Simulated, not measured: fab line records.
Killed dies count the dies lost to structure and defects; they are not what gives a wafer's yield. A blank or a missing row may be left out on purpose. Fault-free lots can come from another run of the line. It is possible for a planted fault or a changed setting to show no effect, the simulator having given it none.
fab line records / flow n5Finfet / part 2 of 2: steps 43 to 44 of 44
record lots=5 wafers=14 lastDay=18
route steps=1938 shown BEOL_M14@1761 BEOL_M15@1773 PASSIVATION@1936
lots that met no fault: taken from a fault-free run of the same line
startH: start of the lot's first displayed wafer, in hours after the record's first day / waitH: time in hours since the lot's previous step / " unchanged from the row above / L1.1+2: a row that stands for several wafers / - no value present, or no start provided / * or withheld: withheld / < > ~ a bound
route shown NAME@n: names a module that has steps shown in the file, with the first one's number in the route / usual: mean/standard deviation taken from wafers without a fault / same: alike in all rows / chamber/n: place in a boat / sites: per-site readings / _std_site: the values' standard deviation / _edge_site: inner sites' mean taken away from outer sites' mean / radiusMm: for every site, how far away it sits from the centre of the wafer / mask NAME#n: copy n / behind: the most recent tool/chamber to have shaped the wafer / hold: what put the lot on hold/how long, in hours/how the hold closed / device: which transistor (n, p or np) failed to switch / end of line: at the end of the route, the tests of the same wafers / a step given without rows: its recipe and nothing more / killed: not the wafer's yield, but the dies lost to structure and defects at the first sort / map: shows each die of a wafer: x if killed, . if not, _ if none is there
set.NAME: the setting as run; set.NAME@STEP: as run at that earlier step / model.NAME: the simulator's own value behind a step, which no gauge read
lots seen at some steps along the route; tables by step, rows by wafer
services: when a tool's chamber went out of use (startH, in hours from the record's first day, below 0 if earlier), for how many hours, and the reason
## steps
# step N5_BEOL_M15_CMP_49
# recipe stopOn=SiO2 tOverpolishS=4.9 downForcePsi=2 platenRpm=80 clearingPlatenDownForcePsi=2 clearingPlatenRpm=80 postCmpClean=cuAlkaline targetThkNm=850 clearingPlatenPadVelocityMS=1.5917 padVelocityMS=1.5917
# usual motorCurrentA=8.1/0.52 retainingRingPressureFrac=0.999/0.0058
lot.wafer=L605.3 tool=cmp-04 chamber=1 startH=265.36 waitH=0.2 motorCurrentA=7.3 retainingRingPressureFrac=0.992 model.SiO2_of_BEOL_M15_ILD_DEP_00.thkNm=1539
lot.wafer=L605.2 tool=cmp-04 chamber=2 startH=265.36 waitH=0.2 motorCurrentA=7.7 retainingRingPressureFrac=1.006 model.SiO2_of_BEOL_M15_ILD_DEP_00.thkNm=1537
lot.wafer=L605.6 tool=cmp-04 chamber=0 startH=265.36 waitH=0.2 motorCurrentA=9.0 retainingRingPressureFrac=1.005 model.SiO2_of_BEOL_M15_ILD_DEP_00.thkNm=1563
lot.wafer=L608.1 tool=cmp-04 chamber=3 startH=288.38 waitH=0.3 motorCurrentA=8.3 retainingRingPressureFrac=0.998 model.SiO2_of_BEOL_M15_ILD_DEP_00.thkNm=1517
lot.wafer=L608.3 tool=cmp-04 chamber=0 startH=288.38 waitH=0.3 motorCurrentA=8.9 retainingRingPressureFrac=0.993 model.SiO2_of_BEOL_M15_ILD_DEP_00.thkNm=1539
lot.wafer=L608.6 tool=cmp-04 chamber=2 startH=288.38 waitH=0.3 motorCurrentA=7.8 retainingRingPressureFrac=1.003 model.SiO2_of_BEOL_M15_ILD_DEP_00.thkNm=1569
lot.wafer=L620.1 tool=cmp-02 chamber=2 startH=355.69 waitH=0.3 motorCurrentA=8.3 retainingRingPressureFrac=0.994 model.SiO2_of_BEOL_M15_ILD_DEP_00.thkNm=2298
lot.wafer=L620.3 tool=cmp-02 chamber=3 startH=355.69 waitH=0.3 motorCurrentA=8.7 retainingRingPressureFrac=1.000 model.SiO2_of_BEOL_M15_ILD_DEP_00.thkNm=1542
lot.wafer=L620.5 tool=cmp-02 chamber=3 startH=355.69 waitH=0.3 motorCurrentA=8.1 retainingRingPressureFrac=1.001 model.SiO2_of_BEOL_M15_ILD_DEP_00.thkNm=1541
lot.wafer=L624.1 tool=cmp-02 chamber=3 startH=401.97 waitH=0.3 motorCurrentA=8.3 retainingRingPressureFrac=1.004 model.SiO2_of_BEOL_M15_ILD_DEP_00.thkNm=1555
lot.wafer=L624.6 tool=cmp-02 chamber=2 startH=401.97 waitH=0.3 motorCurrentA=8.1 retainingRingPressureFrac=1.003 model.SiO2_of_BEOL_M15_ILD_DEP_00.thkNm=1571
lot.wafer=L626.1 tool=cmp-04 chamber=3 startH=409.74 waitH=0.3 motorCurrentA=8.6 retainingRingPressureFrac=1.005 model.SiO2_of_BEOL_M15_ILD_DEP_00.thkNm=1531
lot.wafer=L626.2 tool=cmp-04 chamber=1 startH=409.74 waitH=0.3 motorCurrentA=7.3 retainingRingPressureFrac=1.001 model.SiO2_of_BEOL_M15_ILD_DEP_00.thkNm=1566
lot.wafer=L626.6 tool=cmp-04 chamber=0 startH=409.74 waitH=0.3 motorCurrentA=9.0 retainingRingPressureFrac=0.994 model.SiO2_of_BEOL_M15_ILD_DEP_00.thkNm=1565
# step N5_PASSIVATION_PROBE_49
# usual defectLimitedYield=91.3/1.3 killed_at_M0_to_M3=36/12 killed_at_M4_up=13/4.6 killedAtContacts=13/5.4 killedAtFrontEnd=37/10 killedAtOther=3.6/2.9 killedDies=102/15 killedOpen=67/12 killedShort=33/7.5 sort_bin_5_function=5.1/0.93 sort_bin_6_memory=3.2/0.62 sort_bin_8_speed=0.00/0.01 sortNPass=1078/15 sortYieldPct=91.3/1.3
# same grossDies=1180 killedAtBackSide=0 sort_bin_4_leakage[%]=0
lot.wafer=L605.2 tool=prober-02 chamber=- startH=278.13 waitH=0.1 defectLimitedYield[%]=91.9 killed_at_M0_to_M3=26 killed_at_M4_up=14 killedAtContacts=19 killedAtFrontEnd=29 killedAtOther=7 killedDies=95 killedOpen=61 killedShort=34 sort_bin_5_function[%]=3.8 sort_bin_6_memory[%]=4.1 sort_bin_8_speed[%]=0 sortNPass=1085 sortYieldPct[%]=91.9
lot.wafer=L605.3 tool=prober-02 chamber=- startH=278.18 waitH=0.1 defectLimitedYield[%]=90.8 killed_at_M0_to_M3=30 killed_at_M4_up=23 killedAtContacts=12 killedAtFrontEnd=43 killedAtOther=1 killedDies=109 killedOpen=71 killedShort=35 sort_bin_5_function[%]=5.3 sort_bin_6_memory[%]=3.6 sort_bin_8_speed[%]=0 sortNPass=1071 sortYieldPct[%]=90.8
lot.wafer=L605.6 tool=prober-02 chamber=- startH=278.33 waitH=0.3 defectLimitedYield[%]=91.1 killed_at_M0_to_M3=23 killed_at_M4_up=9 killedAtContacts=15 killedAtFrontEnd=56 killedAtOther=2 killedDies=105 killedOpen=64 killedShort=39 sort_bin_5_function[%]=5.6 sort_bin_6_memory[%]=2.9 sort_bin_8_speed[%]=0.08 sortNPass=1075 sortYieldPct[%]=91.1
lot.wafer=L608.1 tool=prober-01 chamber=- startH=302.86 waitH=0.0 defectLimitedYield[%]=89.9 killed_at_M0_to_M3=33 killed_at_M4_up=11 killedAtContacts=15 killedAtFrontEnd=47 killedAtOther=13 killedDies=119 killedOpen=82 killedShort=37 sort_bin_5_function[%]=6.4 sort_bin_6_memory[%]=3.3 sort_bin_8_speed[%]=0 sortNPass=1061 sortYieldPct[%]=89.9
lot.wafer=L608.3 tool=prober-01 chamber=- startH=302.96 waitH=0.1 defectLimitedYield[%]=91.2 killed_at_M0_to_M3=22 killed_at_M4_up=10 killedAtContacts=8 killedAtFrontEnd=60 killedAtOther=4 killedDies=104 killedOpen=73 killedShort=30 sort_bin_5_function[%]=5.2 sort_bin_6_memory[%]=3.3 sort_bin_8_speed[%]=0 sortNPass=1076 sortYieldPct[%]=91.2
lot.wafer=L608.6 tool=prober-01 chamber=- startH=303.11 waitH=0.3 defectLimitedYield[%]=90.8 killed_at_M0_to_M3=27 killed_at_M4_up=14 killedAtContacts=9 killedAtFrontEnd=54 killedAtOther=5 killedDies=109 killedOpen=80 killedShort=28 sort_bin_5_function[%]=5.3 sort_bin_6_memory[%]=3.7 sort_bin_8_speed[%]=0 sortNPass=1071 sortYieldPct[%]=90.8
lot.wafer=L620.1 tool=prober-02 chamber=- startH=369.96 waitH=0.0 defectLimitedYield[%]=90.5 killed_at_M0_to_M3=56 killed_at_M4_up=13 killedAtContacts=17 killedAtFrontEnd=23 killedAtOther=3 killedDies=112 killedOpen=68 killedShort=44 sort_bin_5_function[%]=5.8 sort_bin_6_memory[%]=3.5 sort_bin_8_speed[%]=0 sortNPass=1068 sortYieldPct[%]=90.5
lot.wafer=L620.3 tool=prober-02 chamber=- startH=370.06 waitH=0.1 defectLimitedYield[%]=90.9 killed_at_M0_to_M3=42 killed_at_M4_up=6 killedAtContacts=14 killedAtFrontEnd=39 killedAtOther=6 killedDies=107 killedOpen=78 killedShort=29 sort_bin_5_function[%]=4.8 sort_bin_6_memory[%]=4.0 sort_bin_8_speed[%]=0 sortNPass=1073 sortYieldPct[%]=90.9
lot.wafer=L620.5 tool=prober-02 chamber=- startH=370.16 waitH=0.2 defectLimitedYield[%]=93.6 killed_at_M0_to_M3=34 killed_at_M4_up=5 killedAtContacts=11 killedAtFrontEnd=25 killedAtOther=1 killedDies=76 killedOpen=52 killedShort=23 sort_bin_5_function[%]=4.2 sort_bin_6_memory[%]=1.8 sort_bin_8_speed[%]=0 sortNPass=1104 sortYieldPct[%]=93.6
lot.wafer=L624.1 tool=prober-01 chamber=- startH=414.10 waitH=0.0 defectLimitedYield[%]=91.2 killed_at_M0_to_M3=38 killed_at_M4_up=4 killedAtContacts=11 killedAtFrontEnd=46 killedAtOther=5 killedDies=104 killedOpen=72 killedShort=30 sort_bin_5_function[%]=5.3 sort_bin_6_memory[%]=3.0 sort_bin_8_speed[%]=0 sortNPass=1076 sortYieldPct[%]=91.2
lot.wafer=L624.6 tool=prober-01 chamber=- startH=414.35 waitH=0.3 defectLimitedYield[%]=91.9 killed_at_M0_to_M3=27 killed_at_M4_up=12 killedAtContacts=14 killedAtFrontEnd=41 killedAtOther=2 killedDies=96 killedOpen=53 killedShort=38 sort_bin_5_function[%]=4.9 sort_bin_6_memory[%]=2.7 sort_bin_8_speed[%]=0 sortNPass=1084 sortYieldPct[%]=91.9
lot.wafer=L626.1 tool=prober-02 chamber=- startH=424.30 waitH=0.0 defectLimitedYield[%]=91.2 killed_at_M0_to_M3=32 killed_at_M4_up=22 killedAtContacts=15 killedAtFrontEnd=31 killedAtOther=4 killedDies=104 killedOpen=72 killedShort=31 sort_bin_5_function[%]=5.3 sort_bin_6_memory[%]=3.2 sort_bin_8_speed[%]=0.08 sortNPass=1076 sortYieldPct[%]=91.2
lot.wafer=L626.2 tool=prober-02 chamber=- startH=424.35 waitH=0.1 defectLimitedYield[%]=92.1 killed_at_M0_to_M3=39 killed_at_M4_up=15 killedAtContacts=13 killedAtFrontEnd=24 killedAtOther=2 killedDies=93 killedOpen=69 killedShort=23 sort_bin_5_function[%]=4.5 sort_bin_6_memory[%]=3.1 sort_bin_8_speed[%]=0 sortNPass=1087 sortYieldPct[%]=92.1
lot.wafer=L626.6 tool=prober-02 chamber=- startH=424.55 waitH=0.3 defectLimitedYield[%]=91.1 killed_at_M0_to_M3=41 killed_at_M4_up=17 killedAtContacts=15 killedAtFrontEnd=25 killedAtOther=7 killedDies=105 killedOpen=70 killedShort=35 sort_bin_5_function[%]=5.7 sort_bin_6_memory[%]=3.1 sort_bin_8_speed[%]=0 sortNPass=1075 sortYieldPct[%]=91.1
# killed by level:class
L605.2 MOL_CONTACT_COAG:geometricParticle:open=14 STI_FIN_REVEAL:geometricParticle:open=8 BEOL_M2:geometricParticle:open=7 BEOL_M0_SAQP:geometricParticle:short=6 BEOL_M4:geometricParticle:open=6 FIN_SAQP:geometricParticle:open=5 MOL_CONTACT_COAG:geometricParticle:short=5 BEOL_M6:geometricParticle:open=4
L605.3 BEOL_M2:geometricParticle:open=13 STI_FIN_REVEAL:geometricParticle:open=10 GATE_CUT:geometricParticle:short=9 MOL_CONTACT_COAG:geometricParticle:open=9 BEOL_M4:geometricParticle:open=8 BEOL_M3:geometricParticle:open=5 FIN_SAQP:geometricParticle:open=4 BEOL_M0_SAQP:geometricParticle:short=4
L605.6 STI_FIN_REVEAL:geometricParticle:open=18 MOL_CONTACT_COAG:geometricParticle:open=12 BEOL_M0_SAQP:geometricParticle:short=9 STI_FIN_REVEAL:geometricParticle:short=8 FIN_SAQP:geometricParticle:open=7 BEOL_M2:geometricParticle:open=7 GATE_CUT:geometricParticle:short=6 BEOL_M4:geometricParticle:open=5
L608.1 MOL_CONTACT_COAG:geometricParticle:open=12 STI_FIN_REVEAL:geometricParticle:open=11 FIN_SAQP:geometricParticle:open=9 BEOL_M1:geometricParticle:open=8 BEOL_M3:geometricParticle:open=7 GATE_CUT:geometricParticle:short=6 BEOL_M0:geometricParticle:open=6 FIN_SAQP:geometricParticle:short=5
L608.3 STI_FIN_REVEAL:geometricParticle:open=20 BEOL_M1:geometricParticle:open=8 STI_FIN_REVEAL:geometricParticle:short=6 MOL_CONTACT_COAG:geometricParticle:open=6 FIN_SAQP:geometricParticle:open=5 FIN_SAQP:geometricParticle:short=5 BEOL_M4:geometricParticle:open=4 SPACER0:geometricParticle:open=4
L608.6 STI_FIN_REVEAL:geometricParticle:open=25 BEOL_M3:geometricParticle:open=9 BEOL_M4:geometricParticle:open=9 MOL_CONTACT_COAG:geometricParticle:open=7 FIN_SAQP:geometricParticle:open=6 FIN_SAQP:geometricParticle:short=5 STI_FIN_REVEAL:geometricParticle:short=5 BEOL_M0_SAQP:geometricParticle:open=4
L620.1 BEOL_M3:geometricParticle:open=15 MOL_CONTACT_COAG:geometricParticle:open=14 BEOL_M0_SAQP:geometricParticle:short=9 BEOL_M1:geometricParticle:open=9 BEOL_M0_SAQP:geometricParticle:open=7 GATE_CUT:geometricParticle:short=5 BEOL_M2:geometricParticle:open=5 FIN_SAQP:geometricParticle:short=4
L620.3 STI_FIN_REVEAL:geometricParticle:open=15 BEOL_M3:geometricParticle:open=12 MOL_CONTACT_COAG:geometricParticle:open=12 BEOL_M0_SAQP:geometricParticle:open=10 FIN_SAQP:geometricParticle:open=8 BEOL_M0_SAQP:geometricParticle:short=6 BEOL_M2:geometricParticle:open=6 FIN_SAQP:geometricParticle:short=4
L620.5 MOL_CONTACT_COAG:geometricParticle:open=10 BEOL_M0_SAQP:geometricParticle:short=9 STARTING-WAFER:geometricParticle:open=7 BEOL_M2:geometricParticle:open=6 BEOL_M1:geometricParticle:open=5 FIN_SAQP:geometricParticle:open=4 BEOL_M0_SAQP:geometricParticle:open=4 BEOL_M3:geometricParticle:short=4
L624.1 FIN_SAQP:geometricParticle:open=15 BEOL_M2:geometricParticle:open=12 MOL_CONTACT_COAG:geometricParticle:open=11 FIN_SAQP:geometricParticle:short=7 GATE_CUT:geometricParticle:short=6 BEOL_M0:geometricParticle:short=5 BEOL_M0_SAQP:geometricParticle:open=5 BEOL_M3:geometricParticle:open=5
L624.6 FIN_SAQP:geometricParticle:short=11 MOL_CONTACT_COAG:geometricParticle:open=11 BEOL_M2:geometricParticle:open=7 FIN_SAQP:geometricParticle:open=6 BEOL_M0_SAQP:geometricParticle:open=6 BEOL_M0_SAQP:geometricParticle:short=6 ILD0:geometricParticle:short=4 GATE_CUT:geometricParticle:short=4
L626.1 FIN_SAQP:geometricParticle:open=14 MOL_CONTACT_COAG:geometricParticle:open=12 BEOL_M0_SAQP:geometricParticle:short=10 BEOL_M4:geometricParticle:open=7 BEOL_M2:geometricParticle:open=5 STI_FIN_REVEAL:geometricParticle:open=4 BEOL_M0_SAQP:geometricParticle:open=4 BEOL_M3:geometricParticle:open=4
L626.2 MOL_CONTACT_COAG:geometricParticle:open=10 BEOL_M4:geometricParticle:open=8 BEOL_M2:geometricParticle:open=8 BEOL_M0_SAQP:geometricParticle:short=7 BEOL_M0_SAQP:geometricParticle:open=7 BEOL_M1:geometricParticle:open=7 STI_FIN_REVEAL:geometricParticle:open=6 FIN_SAQP:geometricParticle:open=5
L626.6 MOL_CONTACT_COAG:geometricParticle:open=14 BEOL_M0_SAQP:geometricParticle:short=12 BEOL_M0_SAQP:geometricParticle:open=9 DUMMY_GATE:geometricParticle:open=7 BEOL_M4:geometricParticle:open=7 BEOL_M2:geometricParticle:open=6 FIN_SAQP:geometricParticle:open=4 BEOL_M0:geometricParticle:short=4
## services
tool=rieDiel-06 chamber=1 startH=231.72 hours=4.9 kind=repair
tool=cmp-03 chamber=- startH=233.42 hours=0.3 kind=repair
tool=pecvd-03 chamber=- startH=258.74 hours=2.8 kind=pm
tool=rieDiel-06 chamber=0 startH=280.96 hours=8.9 kind=repair
tool=pecvd-04 chamber=0 startH=291.15 hours=4.5 kind=repair
tool=pvdSputter-01 chamber=- startH=291.75 hours=1.0 kind=repair
tool=cmp-03 chamber=- startH=292.10 hours=3.5 kind=repair
tool=rieDiel-05 chamber=- startH=292.30 hours=4.3 kind=pm
tool=cmp-03 chamber=- startH=309.55 hours=3.6 kind=repair
tool=cmp-04 chamber=- startH=310.76 hours=1.8 kind=repair
tool=cmp-03 chamber=- startH=316.95 hours=1.1 kind=repair
tool=cmp-03 chamber=- startH=329.27 hours=0.9 kind=repair
tool=rieDiel-04 chamber=3 startH=339.73 hours=5.7 kind=repair
tool=pvdSputter-03 chamber=- startH=357.96 hours=4.7 kind=repair
tool=cmp-04 chamber=- startH=361.52 hours=2.9 kind=repair
tool=cmp-03 chamber=- startH=362.70 hours=4.0 kind=pm
tool=cmp-03 chamber=- startH=366.70 hours=5.7 kind=pm
tool=rieDiel-06 chamber=- startH=371.68 hours=7.5 kind=repair
tool=rieDiel-05 chamber=3 startH=372.99 hours=5.7 kind=repair
tool=cmp-04 chamber=- startH=376.01 hours=1.0 kind=repair
tool=rieDiel-04 chamber=2 startH=391.23 hours=2.6 kind=repair
tool=cmp-02 chamber=- startH=392.01 hours=4.0 kind=pm
tool=rieDiel-05 chamber=3 startH=396.92 hours=2.8 kind=repair
tool=rieDiel-06 chamber=0 startH=406.21 hours=5.4 kind=repair
## key
firstSign step=N5_BEOL_M15_ILD_DEP_00 reading=runLengthS direction=up sigmas=99+ usual=* struck=*
effect step=N5_BEOL_M15_THK_MEAS_01 reading=M15_ILD_THK direction=up sigmas=34 usual=1627 struck=2379
effect step=N5_BEOL_M15_CD_MEAS_17 reading=cdNm direction=up sigmas=3.9 usual=361.3 struck=368.4
modelEffect step=N5_BEOL_M15_ILD_DEP_00 value=SiO2_of_BEOL_M15_ILD_DEP_00.thkNm without=1580 struck=2380
modelEffect step=N5_BEOL_M15_VIA_ETCH_16 value=etch.depthNm without=1580 struck=2380
modelEffect step=N5_BEOL_M15_CMP_49 value=SiO2_of_BEOL_M15_ILD_DEP_00.thkNm without=1498 struck=2298
metAt N5_BEOL_M15_ILD_DEP_00
struckWafers L620.1
onsetBetween 283.23 347.18
fault kind=processParameterDrift tool=pecvd-03 chamber=2 onsetH=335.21 steps=N5_BEOL_M15_ILD_DEP_00 channel=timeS offset=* shape=step endH=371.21 actsIn=* stated=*
